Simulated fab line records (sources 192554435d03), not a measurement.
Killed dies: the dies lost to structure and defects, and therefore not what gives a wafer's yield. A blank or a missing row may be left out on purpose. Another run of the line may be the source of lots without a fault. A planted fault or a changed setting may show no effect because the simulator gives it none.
Which tool did it? -- flow n5-finfet -- 24 lots, 72 wafers sampled, at 6 steps of a route of 1938

== WHAT EACH GAUGE READ, for each wafer ==
The record lacks any reading of a measuring or inspecting step that a usual standard deviation could be used to judge.

== WHICH TOOL RAN EACH LOT (tool, then ch and the chambers of the sampled wafers, then the start) ==
lot,N5_FIN_SAQP_RECESS_75,N5_FIN_CUT_DESCUM_13,N5_FIN_CUT_PRECLEAN_35,N5_STI_FIN_REVEAL_ALD_00,N5_STI_FIN_REVEAL_OXIDATION_33,N5_DUMMY_GATE_ETCH_36
L074,"vapor-etch-02 ch 0,1, day 1 22:27","rie-diel-04 ch 0,1, day 2 02:23","vapor-etch-02 ch 0,1, day 2 02:56","ald-sin-01 ch 0,2, day 2 03:21","plasma-asher-02 ch 0,1, day 2 12:34","rie-diel-06 ch 0,1, day 2 23:32"
L075,"vapor-etch-02 ch 0,1, day 2 04:04","rie-diel-04 ch 1,2, day 2 08:05","vapor-etch-02 ch 0,1, day 2 08:39","ald-sin-03 ch 0,1,2, day 2 09:35","plasma-asher-02 ch 0,1, day 2 19:04","rie-diel-02 ch 2,3, day 3 06:09"
L076,"vapor-etch-01 ch 0,1, day 2 11:08","rie-diel-02 ch 0,1, day 2 16:14","vapor-etch-01 ch 1, day 2 16:47","ald-sin-03 ch 0,1,2, day 2 17:34","plasma-asher-01 ch 0,1, day 3 02:49","rie-diel-02 ch 0,3, day 3 11:59"
L077,"vapor-etch-01 ch 0,1, day 2 16:20","rie-diel-06 ch 1,3, day 2 20:28","vapor-etch-01 ch 1, day 2 21:01","ald-sin-03 ch 0,2,3, day 2 21:25","plasma-asher-01 ch 0,1, day 3 06:57","rie-diel-04 ch 0,1, day 3 16:05"
L078,"vapor-etch-02 ch 0,1, day 2 23:14","rie-diel-06 ch 0,2,3, day 3 03:55","vapor-etch-02 ch 0,1, day 3 04:28","ald-sin-01 ch 0,1,2, day 3 04:52","plasma-asher-01 ch 0,1, day 3 13:40","rie-diel-02 ch 0,1,3, day 3 22:41"
L079,"vapor-etch-02 ch 0,1, day 3 05:58","rie-diel-06 ch 1,2,3, day 3 10:15","vapor-etch-02 ch 0,1, day 3 10:48","ald-sin-04 ch 0,2, day 3 11:16","plasma-asher-02 ch 0,1, day 3 20:47","rie-diel-02 ch 0,2, day 4 07:56"
L080,"vapor-etch-02 ch 0,1, day 3 11:37","rie-diel-04 ch 1,2, day 3 16:11","vapor-etch-01 ch 0,1, day 3 16:45","ald-sin-03 ch 0,3, day 3 17:09","plasma-asher-02 ch 0,1, day 4 01:51","rie-diel-04 ch 0,3, day 4 10:49"
L081,"vapor-etch-02 ch 0,1, day 3 17:05","rie-diel-02 ch 0,1, day 3 21:34","vapor-etch-01 ch 0,1, day 3 22:08","ald-sin-01 ch 0,2, day 3 22:32","plasma-asher-01 ch 0,1, day 4 06:56","rie-diel-04 ch 0,1,2, day 4 16:08"
L082,"vapor-etch-02 ch 0,1, day 4 00:58","rie-diel-06 ch 0,2,3, day 4 04:53","vapor-etch-02 ch 0,1, day 4 05:26","ald-sin-03 ch 0,2,3, day 4 06:02","plasma-asher-01 ch 0,1, day 4 15:13","rie-diel-06 ch 0,2, day 5 00:14"
L083,"vapor-etch-02 ch 0,1, day 4 04:53","rie-diel-06 ch 1,2,3, day 4 09:17","vapor-etch-01 ch 0,1, day 4 09:50","ald-sin-03 ch 0,1,3, day 4 10:40","plasma-asher-01 ch 0,1, day 4 19:07","rie-diel-02 ch 0,1,2, day 5 04:31"
L084,"vapor-etch-02 ch 0,1, day 4 10:59","rie-diel-04 ch 0,1,2, day 4 15:24","vapor-etch-02 ch 0,1, day 4 15:57","ald-sin-04 ch 0,1,2, day 4 17:19","plasma-asher-01 ch 0,1, day 5 01:46","rie-diel-02 ch 1,2, day 5 12:53"
L085,"vapor-etch-02 ch 0,1, day 4 16:58","rie-diel-04 ch 0,1,3, day 4 22:05","vapor-etch-01 ch 0,1, day 4 22:38","ald-sin-04 ch 1,2, day 4 23:08","plasma-asher-01 ch 0,1, day 5 07:32","rie-diel-06 ch 0,2,3, day 5 16:40"
L086,"vapor-etch-02 ch 0,1, day 4 22:43","rie-diel-02 ch 0,1,2, day 5 03:49","vapor-etch-01 ch 0,1, day 5 04:21","ald-sin-01 ch 0,1,2, day 5 04:49","plasma-asher-02 ch 0,1, day 5 13:15","rie-diel-02 ch 0,1,3, day 6 00:35"
L087,"vapor-etch-01 ch 0,1, day 5 05:56","rie-diel-06 ch 0,2, day 5 10:09","vapor-etch-02 ch 0,1, day 5 10:42","ald-sin-01 ch 0,2, day 5 11:06","plasma-asher-02 ch 0,1, day 5 19:40","rie-diel-06 ch 1,3, day 6 04:52"
L088,"vapor-etch-02 ch 0,1, day 5 11:27","rie-diel-04 ch 0,1,3, day 5 15:20","vapor-etch-01 ch 0,1, day 5 15:55","ald-sin-01 ch 0,2,3, day 5 16:35","plasma-asher-02 ch 0,1, day 6 01:17","rie-diel-02 ch 0,3, day 6 10:46"
L089,"vapor-etch-01 ch 0,1, day 5 17:02","rie-diel-06 ch 0,3, day 5 21:46","vapor-etch-02 ch 0,1, day 5 22:19","ald-sin-04 ch 1,2, day 5 22:43","plasma-asher-02 ch 0,1, day 6 07:09","rie-diel-04 ch 0,2, day 6 16:17"
L090,"vapor-etch-02 ch 0,1, day 6 00:25","rie-diel-04 ch 0,1, day 6 05:08","vapor-etch-01 ch 0,1, day 6 05:53","ald-sin-01 ch 0,1,3, day 6 06:19","plasma-asher-01 ch 0,1, day 6 14:55","rie-diel-06 ch 1,2,3, day 7 00:20"
L091,"vapor-etch-01 ch 0,1, day 6 06:02","rie-diel-02 ch 1,3, day 6 11:01","vapor-etch-01 ch 0,1, day 6 11:34","ald-sin-01 ch 0,1,2, day 6 12:01","plasma-asher-02 ch 0,1, day 6 20:31","rie-diel-06 ch 0,2,3, day 7 05:40"
L092,"vapor-etch-02 ch 0,1, day 6 11:50","rie-diel-02 ch 1,2,3, day 6 15:55","vapor-etch-01 ch 0,1, day 6 16:28","ald-sin-01 ch 0,3, day 6 17:01","plasma-asher-01 ch 0,1, day 7 01:25","rie-diel-04 ch 0,2,3, day 7 10:59"
L093,"vapor-etch-01 ch 0,1, day 6 18:11","rie-diel-02 ch 0,1,3, day 6 22:12","vapor-etch-02 ch 0,1, day 6 22:46","ald-sin-01 ch 0,1, day 6 23:31","plasma-asher-02 ch 0,1, day 7 07:55","rie-diel-02 ch 2,3, day 7 18:52"
L094,"vapor-etch-02 ch 0,1, day 7 00:47","rie-diel-04 ch 0,2, day 7 05:41","vapor-etch-02 ch 0,1, day 7 06:16","ald-sin-01 ch 0,2,3, day 7 06:39","plasma-asher-02 ch 0,1, day 7 15:36","rie-diel-06 ch 0,1,2, day 8 00:35"
L095,"vapor-etch-02 ch 0,1, day 7 06:22","rie-diel-06 ch 2,3, day 7 11:26","vapor-etch-02 ch 1, day 7 11:59","ald-sin-04 ch 1,2, day 7 12:23","plasma-asher-01 ch 0,1, day 7 21:01","rie-diel-06 ch 1,2, day 8 08:31"
L096,"vapor-etch-01 ch 0,1, day 7 12:17","rie-diel-04 ch 0,1,2, day 7 16:26","vapor-etch-01 ch 0,1, day 7 16:59","ald-sin-03 ch 0,2,3, day 7 17:22","plasma-asher-02 ch 0,1, day 8 01:49","rie-diel-02 ch 0,2,3, day 8 10:57"
L097,"vapor-etch-02 ch 0,1, day 7 16:53","rie-diel-02 ch 1,2, day 7 22:29","vapor-etch-02 ch 0,1, day 7 23:03","ald-sin-03 ch 0,3, day 7 23:59","plasma-asher-02 ch 0,1, day 8 09:04","rie-diel-04 ch 1,2, day 8 18:03"
- N5_FIN_SAQP_RECESS_75: chemistry HF/NH3, target SiO2, target depth 14.4 nm, afs cycles 3, sublimation time 60 s.
- N5_FIN_CUT_DESCUM_13: chemistry O2, time 7 s.
- N5_FIN_CUT_PRECLEAN_35: cleans in vHF, time 13.3 s.
- N5_STI_FIN_REVEAL_ALD_00: deposits SiO2, target thk 1 nm, pulse time 1 s.
- N5_STI_FIN_REVEAL_OXIDATION_33: chemistry O2 PLASMA REMOTE, time 20 s.
- N5_DUMMY_GATE_ETCH_36: etches SiARC in CF4, target depth 13 nm.

== AS READ BY THE TOOLS THEMSELVES (means over the sampled wafers that have a number; for cases with no such wafer, the mark the record gives instead) ==
N5_FIN_SAQP_RECESS_75. Usual: drypump-motor-current-A at 5.4 A, with a standard deviation of 0.44.
lot,tool,drypump-motor-current-A (A),flag
L074,vapor-etch-02,5.3,
L075,vapor-etch-02,5.1,
L076,vapor-etch-01,5.9,
L077,vapor-etch-01,5.9,
L078,vapor-etch-02,5.2,
L079,vapor-etch-02,5.2,
L080,vapor-etch-02,5.3,
L081,vapor-etch-02,5.3,
L082,vapor-etch-02,5.2,
L083,vapor-etch-02,5.1,
L084,vapor-etch-02,5.1,
L085,vapor-etch-02,5.2,
L086,vapor-etch-02,5.2,
L087,vapor-etch-01,5.9,
L088,vapor-etch-02,5.2,
L089,vapor-etch-01,5.6,
L090,vapor-etch-02,5.2,
L091,vapor-etch-01,5.6,
L092,vapor-etch-02,5.2,
L093,vapor-etch-01,5.6,
L094,vapor-etch-02,5.1,
L095,vapor-etch-02,5.3,
L096,vapor-etch-01,5.6,
L097,vapor-etch-02,5.3,

N5_FIN_CUT_DESCUM_13. Usual: drypump-motor-current-A 5.5 A, standard deviation 0.37; oes-product-au 0.80 a.u., standard deviation 0.093; rf-vpp-V 243.5 V, standard deviation 1.5; showerhead-plenum-p-Torr 2.12 Torr, standard deviation 0.068; throttle-valve-pct 20.50 %, standard deviation 0.21.
lot,tool,drypump-motor-current-A (A),oes-product-au (a.u.),rf-vpp-V (V),showerhead-plenum-p-Torr (Torr),throttle-valve-pct (%),flag
L074,rie-diel-04,5.4,0.87,242.9,2.08,20.50,
L075,rie-diel-04,5.5,0.74,242.7,2.04,20.45,
L076,rie-diel-02,5.6,0.74,243.2,2.11,20.71,
L077,rie-diel-06,5.3,0.95,245.0,2.16,20.18,
L078,rie-diel-06,5.6,0.85,245.5,2.18,20.27,
L079,rie-diel-06,5.6,0.88,243.6,2.13,20.33,
L080,rie-diel-04,5.5,0.73,241.7,2.04,20.45,
L081,rie-diel-02,5.6,0.73,242.6,2.11,20.72,
L082,rie-diel-06,5.6,0.84,243.8,2.17,20.29,
L083,rie-diel-06,5.6,0.87,243.4,2.13,20.34,
L084,rie-diel-04,5.4,0.78,241.5,2.05,20.50,
L085,rie-diel-04,5.3,0.78,242.8,2.11,20.56,
L086,rie-diel-02,5.5,0.71,243.0,2.09,20.66,
L087,rie-diel-06,5.7,0.77,244.0,2.16,20.44,
L088,rie-diel-04,5.4,0.77,243.7,2.11,20.57,
L089,rie-diel-06,5.5,0.80,245.3,2.19,20.30,
L090,rie-diel-04,5.2,0.75,243.0,2.07,20.60,
L091,rie-diel-02,5.9,0.79,243.5,2.15,20.74,
L092,rie-diel-02,5.8,0.88,244.1,2.14,20.53,
L093,rie-diel-02,5.5,0.76,243.8,2.14,20.77,
L094,rie-diel-04,5.6,0.82,240.7,2.05,20.47,
L095,rie-diel-06,5.5,0.84,245.0,2.18,20.18,
L096,rie-diel-04,5.4,0.76,242.9,2.05,20.53,
L097,rie-diel-02,5.9,0.80,242.9,2.09,20.55,

N5_FIN_CUT_PRECLEAN_35. Usual: drypump-motor-current-A 5.5 A, standard deviation 0.5; pressure-torr 124.97 Torr, standard deviation 0.24.
lot,tool,drypump-motor-current-A (A),pressure-torr (Torr),flag
L074,vapor-etch-02,5.2,125.05,
L075,vapor-etch-02,5.2,125.17,
L076,vapor-etch-01,5.2,125.19,
L077,vapor-etch-01,5.2,124.90,
L078,vapor-etch-02,5.3,124.94,
L079,vapor-etch-02,5.3,125.27,
L080,vapor-etch-01,5.6,124.59,
L081,vapor-etch-01,5.9,124.99,
L082,vapor-etch-02,5.3,125.05,
L083,vapor-etch-01,5.9,124.82,
L084,vapor-etch-02,5.1,124.76,
L085,vapor-etch-01,5.6,124.94,
L086,vapor-etch-01,5.9,125.04,
L087,vapor-etch-02,5.2,124.77,
L088,vapor-etch-01,5.9,125.05,
L089,vapor-etch-02,5.3,125.02,
L090,vapor-etch-01,5.6,124.95,
L091,vapor-etch-01,5.9,124.90,
L092,vapor-etch-01,5.9,125.19,
L093,vapor-etch-02,5.3,124.94,
L094,vapor-etch-02,5.1,125.10,
L095,vapor-etch-02,5.5,124.96,
L096,vapor-etch-01,5.9,124.80,
L097,vapor-etch-02,5.3,124.99,

N5_STI_FIN_REVEAL_ALD_00. Usual: heater-power-w 490 W, standard deviation 44; precursor-pulse-height-rel 0.998, standard deviation 0.024.
lot,tool,heater-power-w (W),precursor-pulse-height-rel,flag
L074,ald-sin-01,500,0.989,
L075,ald-sin-03,478,1.015,
L076,ald-sin-03,490,1.019,
L077,ald-sin-03,494,0.986,
L078,ald-sin-01,492,0.999,
L079,ald-sin-04,482,0.974,
L080,ald-sin-03,523,0.990,
L081,ald-sin-01,481,0.997,
L082,ald-sin-03,497,0.996,
L083,ald-sin-03,512,0.987,
L084,ald-sin-04,503,1.004,
L085,ald-sin-04,533,0.983,
L086,ald-sin-01,494,1.012,
L087,ald-sin-01,501,0.981,
L088,ald-sin-01,482,1.007,
L089,ald-sin-04,532,0.994,
L090,ald-sin-01,492,0.991,
L091,ald-sin-01,495,0.981,
L092,ald-sin-01,500,0.998,
L093,ald-sin-01,510,0.973,
L094,ald-sin-01,485,1.005,
L095,ald-sin-04,541,0.971,
L096,ald-sin-03,500,1.026,
L097,ald-sin-03,520,0.998,

N5_STI_FIN_REVEAL_OXIDATION_33. Usual: drypump-motor-current-A 5.3 A, standard deviation 0.37; heater-power-w 151 W, standard deviation 13.
lot,tool,drypump-motor-current-A (A),heater-power-w (W),flag
L074,plasma-asher-02,5.1,163,
L075,plasma-asher-02,5.0,162,
L076,plasma-asher-01,5.7,137,
L077,plasma-asher-01,5.7,142,
L078,plasma-asher-01,5.7,140,
L079,plasma-asher-02,4.9,161,
L080,plasma-asher-02,4.9,162,
L081,plasma-asher-01,5.7,138,
L082,plasma-asher-01,5.7,140,
L083,plasma-asher-01,5.7,139,
L084,plasma-asher-01,5.7,140,
L085,plasma-asher-01,5.7,139,
L086,plasma-asher-02,5.0,163,
L087,plasma-asher-02,5.0,165,
L088,plasma-asher-02,4.9,162,
L089,plasma-asher-02,4.9,160,
L090,plasma-asher-01,5.7,141,
L091,plasma-asher-02,4.9,160,
L092,plasma-asher-01,5.7,140,
L093,plasma-asher-02,4.9,162,
L094,plasma-asher-02,4.9,161,
L095,plasma-asher-01,5.7,136,
L096,plasma-asher-02,5.0,164,
L097,plasma-asher-02,5.0,163,

N5_DUMMY_GATE_ETCH_36. Usual: drypump-motor-current-A 5.5 A, standard deviation 0.39; oes-product-au 0.79 a.u., standard deviation 0.086; rf-vpp-V 184.3 V, standard deviation 1.1; showerhead-plenum-p-Torr 2.16 Torr, standard deviation 0.063; throttle-valve-pct 15.66 %, standard deviation 0.19.
lot,tool,drypump-motor-current-A (A),oes-product-au (a.u.),rf-vpp-V (V),showerhead-plenum-p-Torr (Torr),throttle-valve-pct (%),flag
L074,rie-diel-06,5.5,0.82,184.5,2.20,15.62,
L075,rie-diel-02,5.8,0.79,184.0,2.16,15.63,
L076,rie-diel-02,5.1,0.79,183.6,2.19,15.85,
L077,rie-diel-04,5.2,0.78,183.9,2.12,15.67,
L078,rie-diel-02,5.5,0.80,183.5,2.18,15.80,
L079,rie-diel-02,5.1,0.71,183.4,2.14,15.85,
L080,rie-diel-04,5.5,0.80,184.2,2.19,15.65,
L081,rie-diel-04,5.5,0.78,184.1,2.10,15.62,
L082,rie-diel-06,5.8,0.78,184.4,2.21,15.59,
L083,rie-diel-02,5.5,0.71,183.8,2.13,15.79,
L084,rie-diel-02,5.9,0.70,184.0,2.12,15.69,
L085,rie-diel-06,5.6,0.82,185.3,2.21,15.50,
L086,rie-diel-02,5.5,0.78,184.4,2.18,15.82,
L087,rie-diel-06,5.3,0.88,185.3,2.21,15.44,
L088,rie-diel-02,5.1,0.76,184.1,2.18,15.90,
L089,rie-diel-04,5.7,0.82,184.5,2.09,15.53,
L090,rie-diel-06,5.6,0.84,183.9,2.17,15.54,
L091,rie-diel-06,5.6,0.81,184.4,2.21,15.51,
L092,rie-diel-04,5.6,0.77,183.8,2.13,15.63,
L093,rie-diel-02,5.8,0.95,184.0,2.16,15.35,
L094,rie-diel-06,5.7,0.80,184.5,2.16,15.68,
L095,rie-diel-06,5.7,0.84,183.8,2.11,15.72,
L096,rie-diel-02,5.4,0.85,185.2,2.16,15.65,
L097,rie-diel-04,5.5,0.70,183.7,2.07,15.69,

== THE ANSWER, worked out from the rows above alone ==
Rule: a lot counts as off when the mean over its wafers that have a number is more than 3 standard deviations away from the usual mean. A lot without any number at a reading at which 4 lots or more have one is off too. All remaining lots with rows at the step are treated as sound. Order of review: gauges by route order, followed by the tools' own readings, for which a lot's mean as printed above is used. At the first step where some lot is off, the reading lying furthest off is the one used; lots without a number count as furthest.
Nothing can be told from this: no lot is off at any reading shown.

== WHAT WAS PUT IN BY THE SIMULATOR ==
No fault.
